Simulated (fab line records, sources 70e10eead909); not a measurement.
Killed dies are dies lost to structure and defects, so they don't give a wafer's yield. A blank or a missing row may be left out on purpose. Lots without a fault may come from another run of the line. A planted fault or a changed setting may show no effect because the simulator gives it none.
One fault seen from 3 desks | flow nand_harc | each desk has only its own numbers; what lay behind them comes last

THE TOOL OWNER'S DESK: wet_bench-03
The tool's own readings at NHARC_P_ZERO_WELL_PRECLEAN_00 (cleans in SPM, time 600 s): means of the sampled wafers that have a number, for each lot that ran on this tool. A lot is out of limits, marked OUT, if its mean lies more than 4 standard deviations from the usual mean; the brackets give that distance.
Columns: A = bath_heat_duty_pct at NHARC_P_ZERO_WELL_PRECLEAN_00, usual 13.7 %
lot  | first seen here | A
L931 | day 6 20:07     | 13.3
L933 | day 7 16:08     | 13.5
L942 | day 11 10:08    | 14.0
This desk's finding: nothing out of limits on any of the 3 lots.

THE METROLOGY DESK
What the gauges read, lot by lot, whatever tool the lot ran on: means of the sampled wafers that have a number. A lot is out of limits, marked OUT, if its mean lies more than 4 standard deviations from the usual mean; the brackets give that distance.
Columns: A = cd_nm at NHARC_P_ZERO_WELL_CD_MEAS_11, usual 499.8 nm; B = cd_nm at NHARC_P_ZERO_WELL_CD_MEAS_24, usual 719.9 nm
lot  | first seen here | A     | B
L921 | day 2 17:16     | 500.6 | 720.5
L931 | day 6 21:14     | 499.7 | 720.0
L933 | day 7 17:14     | 501.7 | 719.6
L939 | day 10 05:15    | 500.8 | 720.6
L941 | day 11 01:07    | 498.6 | 720.3
L942 | day 11 11:15    | 502.5 | 719.9
This desk's finding: nothing out of limits on any of the 6 lots.

THE DEFECT DESK
What the inspections along the route counted, lot by lot: means of the sampled wafers that have a number. A lot is out of limits, marked OUT, if its mean lies more than 4 standard deviations from the usual mean; the brackets give that distance.
Columns: A = raw_defect_count at NHARC_P_START_INSPECT_01, usual 3.3; B = raw_defect_count at NHARC_P_ZERO_WELL_INSPECT_43, usual 13; C = raw_defect_count at NHARC_P_STI_INSPECT_11, usual 6
lot  | first seen here | A   | B             | C
L921 | day 2 16:02     | 3.3 | 18            | 7
L931 | day 6 20:02     | 1.3 | 248 (+37) OUT | 243 (+72) OUT
L933 | day 7 16:02     | 5.3 | 294 (+45) OUT | 281 (+83) OUT
L939 | day 10 04:02    | 5.3 | 6             | 5
L941 | day 11 00:02    | 2.3 | 17            | 2
L942 | day 11 10:02    | 5.0 | 17            | 7
This desk's finding: out of limits on L931, L933; first on L931, day 7 04:15 (raw_defect_count at NHARC_P_ZERO_WELL_INSPECT_43). In limits: L921, L939, L941, L942.

PUT TOGETHER
The defect desk could have raised an alarm at day 7 04:15, on L931, L933.
The tool owner's desk saw nothing out of limits.
The metrology desk saw nothing out of limits.
The tool owner's desk has L931, L933 on record, within its limits.
The metrology desk has L931, L933 on record, within its limits.
Of the lots named, all ran NHARC_P_ZERO_WELL_PRECLEAN_00 on wet_bench-03.

WHAT THE SIMULATOR HAD PUT IN
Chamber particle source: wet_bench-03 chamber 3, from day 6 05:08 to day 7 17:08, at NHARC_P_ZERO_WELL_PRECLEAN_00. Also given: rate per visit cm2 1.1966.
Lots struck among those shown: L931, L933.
Hours from the fault's start to each desk's first reading out of limits: the defect desk, 23.
